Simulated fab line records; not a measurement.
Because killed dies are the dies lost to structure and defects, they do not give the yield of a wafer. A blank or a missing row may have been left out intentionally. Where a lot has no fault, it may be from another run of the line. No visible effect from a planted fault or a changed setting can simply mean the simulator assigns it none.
Which tool did it?    flow n5_finfet    9 lots, 25 wafers sampled, at 5 steps of a route of 1938

WHAT THE GAUGES READ, wafer by wafer
N5_BEOL_M4_RC_MEAS_101. Usual: DIBL_N 36.3 mV/V, standard deviation 1.6; DIBL_P 36.4 mV/V, standard deviation 2.1; IOFF_N 0.16 nA/um, standard deviation 0.032; IOFF_N_85C 3.1 nA/um, standard deviation 0.53; IOFF_N_LIN 0.074 nA/um, standard deviation 0.012; IOFF_N_LONG 5.54e-05 nA/um, standard deviation 2.5e-06; IOFF_P 0.22 nA/um, standard deviation 0.044; IOFF_P_85C 3.7 nA/um, standard deviation 0.62; IOFF_P_LIN 0.102 nA/um, standard deviation 0.016; ION_N 675 uA/um, standard deviation 12; ION_P 463 uA/um, standard deviation 8.3; REXT_N 75.2 ohm.um, standard deviation 1.4; REXT_P 99.9 ohm.um, standard deviation 2.6; SS_N 71.6 mV/dec, standard deviation 0.64; SS_P 73.3 mV/dec, standard deviation 0.67; VT_N 250 mV, standard deviation 3.3; VT_N_LVT 99 mV, standard deviation 3.1; VT_P -250 mV, standard deviation 3.7; VT_P_LVT -99 mV, standard deviation 3.1.
lot   measured      on         DIBL_N (mV/V)   DIBL_P (mV/V)   IOFF_N (nA/um)  IOFF_N_85C (nA/um)  IOFF_N_LIN (nA/um)  IOFF_N_LONG (nA/um)         IOFF_P (nA/um)  IOFF_P_85C (nA/um)  IOFF_P_LIN (nA/um)  ION_N (uA/um)  ION_P (uA/um)  REXT_N (ohm.um)  REXT_P (ohm.um)    SS_N (mV/dec)   SS_P (mV/dec)   VT_N (mV)    VT_N_LVT (mV)  VT_P (mV)       VT_P_LVT (mV)   flag
L203  day 10 02:59  prober-01  36.7 36.5 37.5  36.5 36.4 37.5  0.17 0.16 0.18  3.2 3.2 3.4         0.078 0.072 0.080   5.42e-05 5.48e-05 5.53e-05  0.22 0.20 0.22  3.8 3.4 3.8         0.103 0.094 0.102   675 664 682    470 455 469    74.8 75.1 75.0   98.2 99.9 97.6     71.0 71.4 72.1  73.9 72.9 74.1  248 251 248  97 100 97      -249 -251 -248  -99 -101 -99    
L205  day 10 15:55  prober-01  48.5 35.7 48.4  47.7 36.0 45.8  0.56 0.15 0.49  9.1 3.0 8.1         0.206 0.071 0.174   6.13e-05 5.44e-05 6.22e-05  0.79 0.21 0.64  10.5 3.6 9.1        0.286 0.099 0.247   758 668 741    523 457 508    63.5 76.1 63.2   83.8 100.8 84.4    73.9 71.8 74.5  75.5 72.9 75.5  229 251 233  80 101 82      -228 -248 -227  -76 -99 -79     OFF
L207  day 11 15:10  prober-01  38.2 51.9       39.1 49.3       0.18 0.70       3.6 11.0            0.084 0.228         5.43e-05 6.46e-05           0.32 1.09       5.1 14.3            0.141 0.391         683 768        477 543        76.2 62.8        103.2 85.8         71.7 75.3       73.5 75.8       249 227      100 79         -244 -217       -92 -70         OFF
L208  day 11 17:10  prober-02  51.8 50.7       50.1 48.9       0.79 0.66       12.1 10.3           0.263 0.222         6.44e-05 6.36e-05           0.81 0.72       11.5 10.3           0.302 0.273         778 753        528 513        61.3 61.7        85.5 85.0          74.4 74.0       76.1 75.1       226 229      72 75          -227 -228       -74 -75         OFF
L213  day 13 12:34  prober-02  35.9 38.0 36.0  34.6 38.2 35.5  0.14 0.19 0.15  2.8 3.5 2.9         0.066 0.084 0.070   5.38e-05 5.39e-05 5.37e-05  0.19 0.24 0.20  3.3 4.1 3.5         0.094 0.112 0.098   661 675 661    454 463 457    75.8 76.3 75.9   104.8 103.7 103.8  72.3 71.3 71.9  73.2 73.5 73.4  251 246 251  103 96 100     -250 -249 -250  -100 -97 -100   
L218  day 14 05:22  prober-02  34.3 34.8 33.7  32.5 33.8 31.3  0.10 0.12 0.09  2.1 2.4 1.9         0.048 0.058 0.046   5.09e-05 5.21e-05 5.14e-05  0.13 0.14 0.12  2.3 2.6 2.2         0.067 0.073 0.064   642 676 651    435 460 442    77.3 76.7 76.5   97.8 97.7 98.1     70.7 71.0 70.2  72.8 73.8 71.9  257 253 258  103 98 103     -258 -256 -259  -106 -102 -106  
L219  day 14 09:46  prober-01  34.4 35.5 38.4  34.3 36.6 40.4  0.15 0.17 0.24  3.0 3.3 4.4         0.071 0.080 0.103   5.99e-05 6e-05 5.83e-05     0.21 0.25 0.32  3.6 4.2 5.2         0.102 0.115 0.137   678 699 690    465 479 468    75.0 75.9 75.9   101.5 100.8 101.3  71.0 72.3 72.9  72.0 73.0 74.0  246 247 243  97 97 92       -247 -246 -243  -96 -95 -92     
L220  day 15 14:51  prober-02  35.6 34.9 36.8  35.1 34.2 35.7  0.12 0.12 0.14  2.5 2.4 2.7         0.058 0.059 0.063   5.1e-05 5.19e-05 5.29e-05   0.18 0.17 0.19  3.3 3.0 3.3         0.090 0.084 0.091   648 672 667    450 464 461    76.4 75.7 76.1   96.9 97.4 96.4     71.4 70.7 70.9  73.4 73.2 72.4  255 254 252  105 102 102    -253 -251 -253  -102 -103 -102  
L221  day 15 18:29  prober-02  35.4 34.7 40.7  36.1 35.6 41.8  0.13 0.13 0.24  2.6 2.6 4.4         0.061 0.062 0.104   5.31e-05 5.3e-05 5.42e-05   0.16 0.16 0.26  3.0 3.0 4.3         0.082 0.083 0.112   665 662 697    456 456 463    73.6 74.1 73.1   99.2 99.6 100.0    71.8 71.1 73.0  72.6 73.2 74.2  254 252 245  103 100 92     -253 -256 -247  -103 -101 -97   

WHICH TOOL RAN EACH LOT (tool, then ch and the chambers of the sampled wafers, then the start)
lot   N5_DUMMY_GATE_TRIM_49            N5_DUMMY_GATE_STRIP_41             N5_SPACER0_ALD_00                 N5_SD_EPI_N_ETCH_35
L203  rie_si-04 ch 1,2,3, day 3 23:58  rie_diel-05 ch 0,1,3, day 4 00:13  ald_sin-04 ch 0,2, day 4 01:06    rie_diel-03 ch 1,2,3, day 4 02:19
L205  rie_si-03 ch 1,2,3, day 4 11:29  rie_diel-05 ch 0,3, day 4 11:43    ald_sin-04 ch 1,2,3, day 4 12:38  rie_diel-06 ch 0,3, day 4 13:38
L207  rie_si-04 ch 0,2, day 5 01:39    rie_diel-01 ch 0,1, day 5 01:53    ald_sin-04 ch 0,2, day 5 03:24    rie_diel-03 ch 1,2, day 5 04:50
L208  rie_si-03 ch 1,2, day 5 11:23    rie_diel-04 ch 0,3, day 5 11:37    ald_sin-04 ch 3, day 5 12:39      rie_diel-03 ch 1, day 5 13:31
L213  rie_si-05 ch 1,2,3, day 6 12:20  rie_diel-04 ch 1,2,3, day 6 12:36  ald_sin-01 ch 0,1, day 6 13:35    rie_diel-02 ch 1,2, day 6 14:43
L218  rie_si-05 ch 0,1,2, day 7 16:09  rie_diel-05 ch 2,3, day 7 16:29    ald_sin-04 ch 0,2,3, day 7 17:26  rie_diel-02 ch 1,2, day 7 18:25
L219  rie_si-05 ch 0,1,2, day 8 01:13  rie_diel-04 ch 1,3, day 8 01:46    ald_sin-01 ch 1,2,3, day 8 02:55  rie_diel-06 ch 0,1,2, day 8 04:41
L220  rie_si-05 ch 0,1,2, day 8 04:25  rie_diel-04 ch 0,1,2, day 8 04:40  ald_sin-04 ch 1,2,3, day 8 05:32  rie_diel-02 ch 0,1,2, day 8 06:34
L221  rie_si-04 ch 0,1,3, day 8 09:57  rie_diel-05 ch 0,1,3, day 8 10:11  ald_sin-04 ch 1,2,3, day 8 11:04  rie_diel-06 ch 0,2,3, day 8 12:04
- N5_DUMMY_GATE_TRIM_49: chemistry O2, time 29 s, target cd 14 nm.
- N5_DUMMY_GATE_STRIP_41: strips in O2.
- N5_SPACER0_ALD_00: deposits SiOCN, target thk 3.5 nm, pulse time 3 s, purge time 2 s.
- N5_SD_EPI_N_ETCH_35: etches SOC in N2/H2, overetch 108 nm, time 486 s.

AS READ BY THE TOOLS THEMSELVES (means over the sampled wafers that have a number; for cases with no such wafer, the mark the record gives instead)
N5_DUMMY_GATE_TRIM_49. Usual: drypump_motor_current_A 5.8 A, standard deviation 0.36; oes_product_au 1.003 a.u., standard deviation 0.016; throttle_valve_pct 8.14 %, standard deviation 0.11.
lot   tool       drypump_motor_current_A (A)  oes_product_au (a.u.)  throttle_valve_pct (%)  flag
L203  rie_si-04  5.6                          1.004                  8.24                    
L205  rie_si-03  5.6                          1.015                  8.15                    
L207  rie_si-04  5.6                          0.988                  8.22                    
L208  rie_si-03  5.5                          1.009                  8.12                    
L213  rie_si-05  5.8                          0.987                  7.98                    
L218  rie_si-05  5.9                          0.999                  8.04                    
L219  rie_si-05  5.9                          0.988                  8.03                    
L220  rie_si-05  5.9                          1.001                  8.03                    
L221  rie_si-04  5.8                          1.014                  8.23                    

N5_DUMMY_GATE_STRIP_41. Usual: drypump_motor_current_A 5.6 A, standard deviation 0.44; o2_flow_sccm 225.0 sccm, standard deviation 0.65; oes_product_au 0.81 a.u., standard deviation 0.085; rf_vpp_V 3.6 V, standard deviation 0.45; showerhead_plenum_p_Torr 2.09 Torr, standard deviation 0.073; throttle_valve_pct 16.71 %, standard deviation 0.23.
lot   tool         drypump_motor_current_A (A)  o2_flow_sccm (sccm)  oes_product_au (a.u.)  rf_vpp_V (V)  showerhead_plenum_p_Torr (Torr)  throttle_valve_pct (%)  flag
L203  rie_diel-05  5.2                          225.0                0.88                   3.7           2.16                             16.68                   
L205  rie_diel-05  4.8                          225.6                0.80                   3.4           2.14                             16.71                   
L207  rie_diel-01  6.2                          224.7                0.72                   3.2           2.17                             16.88                   
L208  rie_diel-04  5.8                          225.3                0.73                   3.9           2.08                             16.94                   
L213  rie_diel-04  5.7                          224.6                0.79                   3.3           2.05                             16.72                   
L218  rie_diel-05  5.2                          225.1                0.85                   3.5           2.03                             16.54                   
L219  rie_diel-04  5.8                          225.4                0.81                   3.7           2.06                             16.84                   
L220  rie_diel-04  5.7                          225.8                0.78                   3.6           2.04                             16.68                   
L221  rie_diel-05  5.2                          225.6                0.82                   3.9           2.15                             16.75                   

N5_SPACER0_ALD_00. Usual: heater_power_outer_w 527 W, standard deviation 61; heater_power_w 849 W, standard deviation 82; precursor_pulse_height_rel 0.998, standard deviation 0.017.
lot   tool        heater_power_outer_w (W)  heater_power_w (W)  precursor_pulse_height_rel  flag
L203  ald_sin-04  536                       858                 0.993                       
L205  ald_sin-04  558                       869                 0.993                       
L207  ald_sin-04  524                       858                 1.018                       
L208  ald_sin-04  468                       732                 1.027                       
L213  ald_sin-01  571                       916                 1.008                       
L218  ald_sin-04  501                       819                 0.993                       
L219  ald_sin-01  549                       864                 1.003                       
L220  ald_sin-04  552                       861                 0.998                       
L221  ald_sin-04  556                       866                 0.987                       

N5_SD_EPI_N_ETCH_35. Usual: drypump_motor_current_A 5.8 A, standard deviation 0.54; oes_product_au 0.66 a.u., standard deviation 0.046; rf_vpp_V 241.0 V, standard deviation 1.4; showerhead_plenum_p_Torr 2.56 Torr, standard deviation 0.092; throttle_valve_pct 23.8 %, standard deviation 0.36.
lot   tool         drypump_motor_current_A (A)  oes_product_au (a.u.)  rf_vpp_V (V)  showerhead_plenum_p_Torr (Torr)  throttle_valve_pct (%)  flag
L203  rie_diel-03  5.9                          0.68                   240.3         2.50                             23.9                    
L205  rie_diel-06  6.5                          0.66                   241.1         2.63                             23.9                    
L207  rie_diel-03  5.8                          0.70                   241.2         2.54                             24.1                    
L208  rie_diel-03  6.0                          0.71                   241.8         2.66                             24.5                    
L213  rie_diel-02  5.4                          0.65                   240.3         2.52                             24.0                    
L218  rie_diel-02  5.3                          0.62                   240.8         2.50                             23.9                    
L219  rie_diel-06  5.8                          0.64                   241.5         2.62                             23.9                    
L220  rie_diel-02  5.6                          0.70                   241.1         2.57                             23.7                    
L221  rie_diel-06  6.3                          0.64                   241.6         2.62                             24.0                    

THE ANSWER, worked out from the rows above alone
Rule: lot off if the mean of its wafers having a number is beyond 3 standard deviations from the usual mean. Also off: a lot with no number at a reading for which 4 or more lots have one. The other lots that the step has rows for count as sound. After the gauges, taken in route order, come the tools' own readings; for these a lot's mean is taken, as printed above. The first step at which some lot is off is used, and at that step the reading that is off furthest; a lot without a number counts as furthest.
Off: L205, L207, L208, seen at N5_BEOL_M4_RC_MEAS_101 (IOFF_N).
A tool fits if, at a process step before that reading, it ran every lot that is off, and no sound lot after the first of them. The gauges at N5_BEOL_M4_RC_MEAS_101 are tried like those tools. Not one of the candidates tried fits.

WHAT HAD BEEN PUT IN BY THE SIMULATOR
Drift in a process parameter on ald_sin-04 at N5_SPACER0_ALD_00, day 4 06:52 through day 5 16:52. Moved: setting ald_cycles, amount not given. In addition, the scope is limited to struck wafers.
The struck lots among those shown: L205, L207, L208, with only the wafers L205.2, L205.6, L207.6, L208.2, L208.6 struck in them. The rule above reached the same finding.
